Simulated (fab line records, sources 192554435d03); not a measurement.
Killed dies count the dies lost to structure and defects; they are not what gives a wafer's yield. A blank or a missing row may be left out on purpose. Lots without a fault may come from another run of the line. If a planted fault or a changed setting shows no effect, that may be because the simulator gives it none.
fab line records + flow n5-finfet
record:
- lots: 7
- wafers: 21
- last-day: 18
route steps=1938 shown BEOL_M6@1243
lots that met no fault: from a run of the same line without faults
start-h: hours from the record's opening day to when the first of the lot's shown wafers began + wait-h: time in hours since the lot's previous step + " same as the row above + L1.1+2: a single row standing in for several wafers + - no value present, or no start provided + * or withheld: withheld + < > ~ a bound
route shown NAME@n: names a module that has steps shown in the file, with the first one's number in the route + usual: mean and standard deviation over wafers with no fault + same: alike in all rows + chamber/n: place in a boat + sites: per-site readings + _std_site: how widely they spread, as a standard deviation + _edge_site: mean of outer sites minus mean of inner sites + radius-mm: how far each site lies from the wafer's centre + mask NAME#n: copy n + behind: tool/chamber where the wafer was last shaped + hold: why the lot went on hold/how many hours it stayed there/how the hold came to an end + device: whichever transistor did not switch (one of n, p or np) + end of line: the tests these same wafers got at the end of their route + a step with no rows: only its recipe + killed: not the wafer's yield, but the dies lost to structure and defects at the first sort + map: a wafer's dies, x killed, . not, _ none there
set.NAME: the setting as run; set.NAME@STEP: as run at that earlier step + model.NAME: the simulator's own value behind a step, which no gauge read
certain route steps with their lots: each step a table, each wafer a row
services: from which hour (start-h, from the record's first day; less than 0 if before it) a tool's chamber was out of use, for how many hours, and why
== steps ==
step: N5_BEOL_M6_HM_STRIP_39
recipe:
- chemistry: peroxide-tin-strip
- material: TiN
- target-depth-a: 250
- temp-c: 50
- time-s: 158
step: N5_BEOL_M6_SRD_40
recipe:
- time-s: 30
- temp-c: 23
- rinse-liquid: diw
- dry: ipa-marangoni
step: N5_BEOL_M6_PRECLEAN_42
recipe:
- chemistry: residue-remover
- time-s: 60
- temp-c: 40
step: N5_BEOL_M6_SRD_43
recipe:
- time-s: 30
- temp-c: 23
- rinse-liquid: diw
- dry: ipa-marangoni
step: N5_BEOL_M6_CD_MEAS_35
recipe:
- target-cd-nm: 40
- target-cd-y-nm: 28
- polarity: opening
usual:
- cd-nm: 40.2/0.57
| lot.wafer | tool      | chamber | start-h | wait-h | cd-nm |
|-----------|-----------|---------|---------|--------|-------|
| L333.4    | cd-sem-01 | -       | 186.83  | 0.0    | 40.8  |
| L333.5    | "         | -       | "       | "      | 40.5  |
| L333.6    | "         | -       | "       | "      | 40.6  |
| L336.3    | cd-sem-03 | -       | 204.54  | 0.0    | 39.7  |
| L336.4    | "         | -       | "       | "      | 39.9  |
| L336.6    | "         | -       | "       | "      | 39.9  |
| L337.1    | cd-sem-01 | -       | 211.47  | 0.0    | 40.7  |
| L337.3    | "         | -       | "       | "      | 40.4  |
| L337.6    | "         | -       | "       | "      | 40.9  |
| L339.1    | cd-sem-01 | -       | 214.38  | 0.0    | 40.2  |
| L339.4    | "         | -       | "       | "      | 40.6  |
| L339.5    | "         | -       | "       | "      | 39.1  |
| L340.1    | cd-sem-01 | -       | 220.46  | 0.0    | 39.2  |
| L340.2    | "         | -       | "       | "      | 40.2  |
| L340.6    | "         | -       | "       | "      | 39.7  |
| L348.1    | cd-sem-02 | -       | 275.15  | 0.0    | 40.8  |
| L348.2    | "         | -       | "       | "      | 41.4  |
| L348.4    | "         | -       | "       | "      | 41.1  |
| L355.2    | cd-sem-01 | -       | 335.22  | 0.0    | 39.9  |
| L355.4    | "         | -       | "       | "      | 40.6  |
| L355.6    | "         | -       | "       | "      | 40.0  |
step: N5_BEOL_M6_CURE_75
recipe:
- temp-c: 370
- time-s: 120
- ambient: DMADMS/He
- material: SiCOH_lowk
usual:
- lamp-power-pct: 52.31/0.054
- wafer_temp_C_max: 372.0/0.51
| lot.wafer | tool       | chamber | start-h | wait-h | lamp-power-pct | wafer_temp_C_max |
|-----------|------------|---------|---------|--------|----------------|------------------|
| L333.4    | uv-cure-01 | 0       | 187.02  | 0.2    | 52.37          | 372.0            |
| L333.5    | "          | 0       | "       | "      | 52.24          | 372.9            |
| L333.6    | "          | 0       | "       | "      | 52.37          | 372.0            |
| L336.3    | uv-cure-02 | 0       | 204.68  | 0.1    | 52.32          | 371.8            |
| L336.4    | "          | 0       | "       | "      | 52.31          | 372.0            |
| L336.6    | "          | 0       | "       | "      | 52.23          | 372.1            |
| L337.1    | uv-cure-02 | 0       | 211.51  | 0.0    | 52.41          | 372.8            |
| L337.3    | "          | 0       | "       | "      | 52.31          | 371.5            |
| L337.6    | "          | 0       | "       | "      | 52.36          | 372.3            |
| L339.1    | uv-cure-02 | 2       | 214.43  | 0.0    | 52.31          | 372.2            |
| L339.4    | "          | 2       | "       | "      | 52.31          | 371.9            |
| L339.5    | "          | 2       | "       | "      | 52.19          | 372.5            |
| L340.1    | uv-cure-02 | 1       | 220.50  | 0.0    | 52.33          | 372.3            |
| L340.2    | "          | 1       | "       | "      | 52.33          | 372.2            |
| L340.6    | "          | 1       | "       | "      | 52.31          | 372.7            |
| L348.1    | uv-cure-03 | 1       | 275.20  | 0.0    | 52.24          | 371.2            |
| L348.2    | "          | 1       | "       | "      | 52.28          | 372.0            |
| L348.4    | "          | 1       | "       | "      | 52.22          | 371.8            |
| L355.2    | uv-cure-03 | 0       | 335.31  | 0.1    | 52.27          | 372.9            |
| L355.4    | "          | 0       | "       | "      | 52.29          | 372.2            |
| L355.6    | "          | 0       | "       | "      | 52.27          | 371.2            |
step: N5_BEOL_M6_DEGAS_44
recipe:
- ambient: vacuum
- temp-c: 250
- time-s: 60
step: N5_BEOL_M6_PRE_CLEAN_45
recipe:
- gas: H2/He
- time-s: 30
- temp-c: 250
usual:
- heater-power-w: 328/38
| lot.wafer | tool           | chamber | start-h | wait-h | heater-power-w |
|-----------|----------------|---------|---------|--------|----------------|
| L333.4    | pvd-sputter-03 | -       | 187.39  | 0.0    | 400            |
| L333.5    | "              | -       | "       | "      | 294            |
| L333.6    | "              | -       | "       | "      | 362            |
| L336.3    | pvd-sputter-01 | -       | 206.91  | 0.0    | 280            |
| L336.4    | "              | -       | "       | "      | 334            |
| L336.6    | "              | -       | "       | "      | 332            |
| L337.1    | pvd-sputter-03 | -       | 213.01  | 0.0    | 294            |
| L337.3    | "              | -       | "       | "      | 405            |
| L337.6    | "              | -       | "       | "      | 264            |
| L339.1    | pvd-sputter-03 | -       | 215.05  | 0.0    | 272            |
| L339.4    | "              | -       | "       | "      | 393            |
| L339.5    | "              | -       | "       | "      | 301            |
| L340.1    | pvd-sputter-01 | -       | 221.16  | 0.0    | 347            |
| L340.2    | "              | -       | "       | "      | 337            |
| L340.6    | "              | -       | "       | "      | 279            |
| L348.1    | pvd-sputter-03 | -       | 275.67  | 0.0    | 275            |
| L348.2    | "              | -       | "       | "      | 360            |
| L348.4    | "              | -       | "       | "      | 391            |
| L355.2    | pvd-sputter-02 | -       | 336.69  | 0.0    | 329            |
| L355.4    | "              | -       | "       | "      | 331            |
| L355.6    | "              | -       | "       | "      | 348            |
step: N5_BEOL_M6_ALD_77
recipe:
- material: TaN
- target-thk-a: 20
- temp-c: 275
- ald-precursor-family: PDMAT
- ald-co-reactant: NH3
- pressure-torr: 3
- carrier-flow-sccm: 1500
- pulse-time-s: 2
- purge-time-s: 3
- co-reactant-purge-time-s: 2
- co-reactant-pulse-time-s: 3
- ald-cycles: 40
- precursor-vessel-temp-c: 75
- precursor-vessel-pressure-torr: 26.25
- precursor-vessel-carrier-sccm: 1000
usual:
- heater-power-w: 436/54
same:
- co-reactant-pulse-time-s: 3
- purge-time-s: 3
| lot.wafer | tool         | chamber | start-h | wait-h | heater-power-w |
|-----------|--------------|---------|---------|--------|----------------|
| L333.4    | ald-metal-01 | 1       | 187.45  | 0.0    | 529            |
| L333.5    | "            | 1       | "       | "      | 526            |
| L333.6    | "            | 0       | "       | "      | 451            |
| L336.3    | ald-metal-01 | 1       | 206.97  | 0.0    | 534            |
| L336.4    | "            | 0       | "       | "      | 450            |
| L336.6    | "            | 0       | "       | "      | 450            |
| L337.1    | ald-metal-01 | 1       | 213.14  | 0.1    | 531            |
| L337.3    | "            | 2       | "       | "      | 425            |
| L337.6    | "            | 2       | "       | "      | 430            |
| L339.1    | ald-metal-01 | 1       | 215.12  | 0.1    | 530            |
| L339.4    | "            | 2       | "       | "      | 432            |
| L339.5    | "            | 3       | "       | "      | 349            |
| L340.1    | ald-metal-04 | 3       | 221.22  | 0.0    | 516            |
| L340.2    | "            | 0       | "       | "      | 447            |
| L340.6    | "            | 1       | "       | "      | 452            |
| L348.1    | ald-metal-01 | 2       | 275.75  | 0.1    | 444            |
| L348.2    | "            | 1       | "       | "      | 523            |
| L348.4    | "            | 3       | "       | "      | 353            |
| L355.2    | ald-metal-04 | 0       | 336.98  | 0.3    | 454            |
| L355.4    | "            | 1       | "       | "      | 453            |
| L355.6    | "            | 1       | "       | "      | 456            |
step: N5_BEOL_M6_SURFACE_TREAT_79
recipe:
- gas: Ar
- time-s: *
- ion-energy-ev: *
- ion-current-ma-cm2: 0.5
- pressure-mtorr: *
- ar-flow-sccm: 30
usual:
- pressure-mtorr: *
- throttle-valve-pct: *
| lot.wafer | tool           | chamber | start-h | wait-h | pressure-mtorr | throttle-valve-pct |
|-----------|----------------|---------|---------|--------|----------------|--------------------|
| L333.4    | pvd-sputter-03 | -       | 188.07  | 0.5    | *              | *                  |
| L333.5    | "              | -       | "       | "      | *              | *                  |
| L333.6    | "              | -       | "       | "      | *              | *                  |
| L336.3    | pvd-sputter-02 | -       | 207.27  | 0.2    | *              | *                  |
| L336.4    | "              | -       | "       | "      | *              | *                  |
| L336.6    | "              | -       | "       | "      | *              | *                  |
| L337.1    | pvd-sputter-03 | -       | 213.55  | 0.3    | *              | *                  |
| L337.3    | "              | -       | "       | "      | *              | *                  |
| L337.6    | "              | -       | "       | "      | *              | *                  |
| L339.1    | pvd-sputter-01 | -       | 215.42  | 0.2    | *              | *                  |
| L339.4    | "              | -       | "       | "      | *              | *                  |
| L339.5    | "              | -       | "       | "      | *              | *                  |
| L340.1    | pvd-sputter-01 | -       | 221.52  | 0.2    | *              | *                  |
| L340.2    | "              | -       | "       | "      | *              | *                  |
| L340.6    | "              | -       | "       | "      | *              | *                  |
| L348.1    | pvd-sputter-02 | -       | 276.11  | 0.2    | *              | *                  |
| L348.2    | "              | -       | "       | "      | *              | *                  |
| L348.4    | "              | -       | "       | "      | *              | *                  |
| L355.2    | pvd-sputter-03 | -       | 337.91  | 0.8    | *              | *                  |
| L355.4    | "              | -       | "       | "      | *              | *                  |
| L355.6    | "              | -       | "       | "      | *              | *                  |
step: N5_BEOL_M6_CVD_78
recipe:
- material: Co
- target-thk-a: 20
- temp-c: withheld
- precursor: CCTBA/H2
- pressure-torr: 30
- time-s: 142.3
step: N5_BEOL_M6_SPUTTER_48
recipe:
- material: Cu
- target-thk-a: 100
- temp-c: -20
- bias-v: 60
- power-w: 26000
- chamber-pressure-pa: 0.13
- time-s: 1.667
step: N5_BEOL_M6_ECD_50
recipe:
- material: Cu
- target-thk-a: 3000
| lot.wafer | tool      | chamber | start-h | wait-h | model.Cu_of_BEOL_M6_ECD_50.thk-nm |
|-----------|-----------|---------|---------|--------|-----------------------------------|
| L333.4    | ecd-cu-02 | 1       | 188.53  | 0.1    | 299                               |
| L333.5+6  | "         | 0,1     | "       | "      | 301                               |
| L336.3    | ecd-cu-02 | 1       | 207.85  | 0.1    | 305                               |
| L336.4    | "         | 0       | "       | "      | 303.8                             |
| L336.6    | "         | 1       | "       | "      | 299.2                             |
| L337.1    | ecd-cu-02 | 0       | 213.95  | 0.1    | 301.6                             |
| L337.3    | "         | 1       | "       | "      | 302.8                             |
| L337.6    | "         | 1       | "       | "      | 155.4                             |
| L339.1    | ecd-cu-02 | 1       | 215.91  | 0.1    | 304.4                             |
| L339.4    | "         | 1       | "       | "      | 155.6                             |
| L339.5    | "         | 1       | "       | "      | 295.8                             |
| L340.1    | ecd-cu-02 | 1       | 221.85  | 0.1    | 301.8                             |
| L340.2    | "         | 0       | "       | "      | 152                               |
| L340.6    | "         | 1       | "       | "      | 154.6                             |
| L348.1    | ecd-cu-01 | 1       | 276.47  | 0.1    | 303.4                             |
| L348.2    | "         | 0       | "       | "      | 303.2                             |
| L348.4    | "         | 0       | "       | "      | 299.6                             |
| L355.2    | ecd-cu-02 | 0       | 338.49  | 0.1    | 293.2                             |
| L355.4    | "         | 0       | "       | "      | 302.4                             |
| L355.6    | "         | 0       | "       | "      | 299.6                             |
step: N5_BEOL_M6_ANNEAL_51
recipe:
- temp-c: 225
- time-s: 90
- ambient: N2
usual:
- wafer_temp_C_max: 225.78/0.26
| lot.wafer | tool          | chamber | start-h | wait-h | wafer_temp_C_max |
|-----------|---------------|---------|---------|--------|------------------|
| L333.4    | rtp-anneal-02 | 0       | 189.27  | 0.7    | 225.48           |
| L333.5    | "             | 0       | "       | "      | 225.37           |
| L333.6    | "             | 0       | "       | "      | 225.44           |
| L336.3    | rtp-anneal-01 | 0       | 208.01  | 0.1    | 225.89           |
| L336.4    | "             | 0       | "       | "      | 225.81           |
| L336.6    | "             | 0       | "       | "      | 226.11           |
| L337.1    | rtp-anneal-01 | 0       | 214.04  | 0.1    | 226.27           |
| L337.3    | "             | 0       | "       | "      | 225.99           |
| L337.6    | "             | 0       | "       | "      | 226.11           |
| L339.1    | rtp-anneal-02 | 0       | 216.23  | 0.3    | 225.88           |
| L339.4    | "             | 0       | "       | "      | 225.55           |
| L339.5    | "             | 0       | "       | "      | 225.95           |
| L340.1    | rtp-anneal-02 | 0       | 221.94  | 0.1    | 225.51           |
| L340.2    | "             | 0       | "       | "      | 225.51           |
| L340.6    | "             | 0       | "       | "      | 225.56           |
| L348.1    | rtp-anneal-01 | 0       | 276.87  | 0.4    | 225.57           |
| L348.2    | "             | 0       | "       | "      | 226.23           |
| L348.4    | "             | 0       | "       | "      | 226.31           |
| L355.2    | rtp-anneal-02 | 0       | 338.62  | 0.1    | 225.34           |
| L355.4    | "             | 0       | "       | "      | 225.84           |
| L355.6    | "             | 0       | "       | "      | 226.07           |
step: N5_BEOL_M6_CMP_52
recipe:
- stop-on: SiCOH_lowk
- t-overpolish-s: 6.9
- down-force-psi: 1
- platen-rpm: 50
- clearing-platen-down-force-psi: 1.5
- clearing-platen-rpm: 50
- post-cmp-clean: cu-alkaline
- target-thk-nm: 80
- clearing-platen-pad-velocity-m-s: 0.99484
- pad-velocity-m-s: 0.99484
usual:
- motor-current-A: 6.2/0.54
- pad-life-wafers: 1074/640
- retaining-ring-pressure-frac: 1.001/0.0051
- time-to-endpoint-s: 61.3/2.1
| lot.wafer | tool   | chamber | start-h | wait-h | motor-current-A | pad-life-wafers | retaining-ring-pressure-frac | time-to-endpoint-s |
|-----------|--------|---------|---------|--------|-----------------|-----------------|------------------------------|--------------------|
| L333.4    | cmp-04 | 1       | 189.54  | 0.2    | 6.0             | 1881            | 1.003                        | 58.2               |
| L333.6    | "      | 2       | "       | "      | 6.0             | -               | 1.010                        | 60.4               |
| L333.5    | "      | 3       | "       | "      | 6.0             | -               | 0.991                        | 61.6               |
| L336.3    | cmp-02 | 3       | 208.25  | 0.2    | 6.0             | 661             | 1.013                        | 59.9               |
| L336.4    | "      | 0       | "       | "      | 6.7             | 662             | 1.001                        | 63.0               |
| L336.6    | "      | 2       | "       | "      | 6.5             | -               | 0.993                        | 57.8               |
| L337.1    | cmp-03 | 0       | 214.34  | 0.3    | 6.6             | 1956            | 1.002                        | 62.3               |
| L337.3    | "      | 2       | "       | "      | 5.5             | 1958            | 1.000                        | 62.5               |
| L337.6    | "      | 1       | "       | "      | 5.9             | -               | 0.997                        | 30.2               |
| L339.1    | cmp-03 | 2       | 216.70  | 0.4    | 5.5             | 1974            | 1.007                        | 65.1               |
| L339.4    | "      | 1       | "       | "      | 5.7             | 1977            | 1.006                        | 32.8               |
| L339.5    | "      | 3       | "       | "      | 5.3             | -               | 0.999                        | 63.5               |
| L340.1    | cmp-04 | 3       | 222.32  | 0.3    | 6.3             | 2168            | 1.003                        | 61.7               |
| L340.2    | "      | 0       | "       | "      | 6.0             | 2169            | 1.010                        | 33.3               |
| L340.6    | "      | 1       | "       | "      | 6.0             | -               | 0.995                        | 27.8               |
| L348.1    | cmp-02 | 1       | 277.17  | 0.3    | 6.5             | 1248            | 1.012                        | 61.6               |
| L348.4    | "      | 2       | "       | "      | 6.6             | 1249            | 1.005                        | 59.6               |
| L348.2    | "      | 0       | "       | "      | 7.1             | 1251            | 0.995                        | 60.6               |
| L355.4    | cmp-04 | 0       | 338.88  | 0.1    | 6.1             | 834             | 0.998                        | 61.6               |
| L355.2    | "      | 1       | "       | "      | 5.9             | 835             | 0.998                        | 59.3               |
| L355.6    | "      | 0       | "       | "      | 6.1             | -               | 1.001                        | 62.8               |
step: N5_BEOL_M6_THK_MEAS_53
recipe:
- thk-meas-gauge: xrf
- reads: Cu_of_BEOL_M6_ECD_50
usual:
- M6_THK: 78.6/1.4
| lot.wafer | tool          | chamber | start-h | wait-h | M6_THK[nm] |
|-----------|---------------|---------|---------|--------|------------|
| L333.4    | film-metro-01 | -       | 189.73  | -      | 79.2       |
| L333.5    | "             | -       | "       | "      | 78.4       |
| L333.6    | "             | -       | "       | "      | 78.4       |
| L336.3    | film-metro-02 | -       | 208.51  | -      | 78.7       |
| L336.4    | "             | -       | "       | "      | 81.9       |
| L336.6    | "             | -       | "       | "      | 80.4       |
| L337.1    | film-metro-02 | -       | 214.63  | -      | 76.4       |
| L337.3    | "             | -       | "       | "      | 77.8       |
| L337.6    | "             | -       | "       | "      | 78.1       |
| L339.1    | film-metro-02 | -       | 217.00  | -      | 78.4       |
| L339.4    | "             | -       | "       | "      | 79.1       |
| L339.5    | "             | -       | "       | "      | 78.5       |
| L340.1    | film-metro-02 | -       | 222.54  | -      | 78.0       |
| L340.2    | "             | -       | "       | "      | 77.9       |
| L340.6    | "             | -       | "       | "      | 76.0       |
| L348.1    | film-metro-01 | -       | 277.46  | -      | 79.7       |
| L348.2    | "             | -       | "       | "      | 79.7       |
| L348.4    | "             | -       | "       | "      | 78.3       |
| L355.2    | film-metro-02 | -       | 339.17  | -      | 77.3       |
| L355.4    | "             | -       | "       | "      | 81.7       |
| L355.6    | "             | -       | "       | "      | 79.4       |
== services ==
| tool          | chamber | start-h | hours | kind                           |
|---------------|---------|---------|-------|--------------------------------|
| cmp-03        | -       | 167.87  | 1.6   | repair                         |
| cmp-03        | -       | 181.19  | 5.3   | repair                         |
| cmp-02        | -       | 183.50  | 0.6   | repair                         |
| ecd-cu-01     | -       | 206.72  | 0.6   | repair                         |
| cmp-03        | -       | 208.50  | 1.8   | repair                         |
| ald-metal-01  | 0       | 212.99  | 3.4   | repair                         |
| uv-cure-03    | -       | 213.10  | 1.4   | repair                         |
| cmp-04        | -       | 229.25  | 4.0   | pm                             |
| uv-cure-02    | -       | 231.35  | 0.9   | repair                         |
| cmp-04        | -       | 233.25  | -     | consumable-replace:conditioner |
| cmp-04        | -       | 233.25  | -     | consumable-replace:pad         |
| uv-cure-01    | -       | 234.10  | 7.5   | pm                             |
| cmp-03        | -       | 234.58  | 4.0   | pm                             |
| uv-cure-03    | -       | 244.42  | 7.1   | pm                             |
| uv-cure-02    | -       | 260.00  | 7.5   | pm                             |
| cmp-03        | -       | 263.00  | 0.4   | repair                         |
| cmp-04        | -       | 265.45  | 1.7   | repair                         |
| uv-cure-01    | -       | 271.15  | 0.8   | repair                         |
| ecd-cu-02     | -       | 277.46  | 1.5   | repair                         |
| uv-cure-02    | -       | 283.03  | 0.3   | repair                         |
| ald-metal-01  | 0       | 312.69  | 5.3   | repair                         |
| rtp-anneal-02 | -       | 316.06  | 5.5   | repair                         |
| uv-cure-02    | -       | 323.36  | 7.1   | pm                             |
| cmp-03        | -       | 323.45  | 5.2   | pm                             |
== key ==
first-sign:
- step: N5_BEOL_M6_CMP_52
- reading: time-to-endpoint-s
- direction: down
- sigmas: 14
- usual: *
- struck: *
effect none on later readings
model-effect:
- step: N5_BEOL_M6_ECD_50
- value: Cu_of_BEOL_M6_ECD_50.thk-nm
- without: 300.4
- struck: 154.4
met-at N5_BEOL_M6_ECD_50
struck-wafers L337.6,L339.4,L340.2,L340.6
onset-between 207.85 213.95
fault:
- kind: process-parameter-drift
- tool: ecd-cu-02
- chamber: -
- onset-h: 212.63
- steps: N5_BEOL_M6_ECD_50
- channel: target-thk-a
- offset: *
- shape: step
- end-h: 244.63
- scope: struck-wafers-only
- acts-in: *
- stated: *
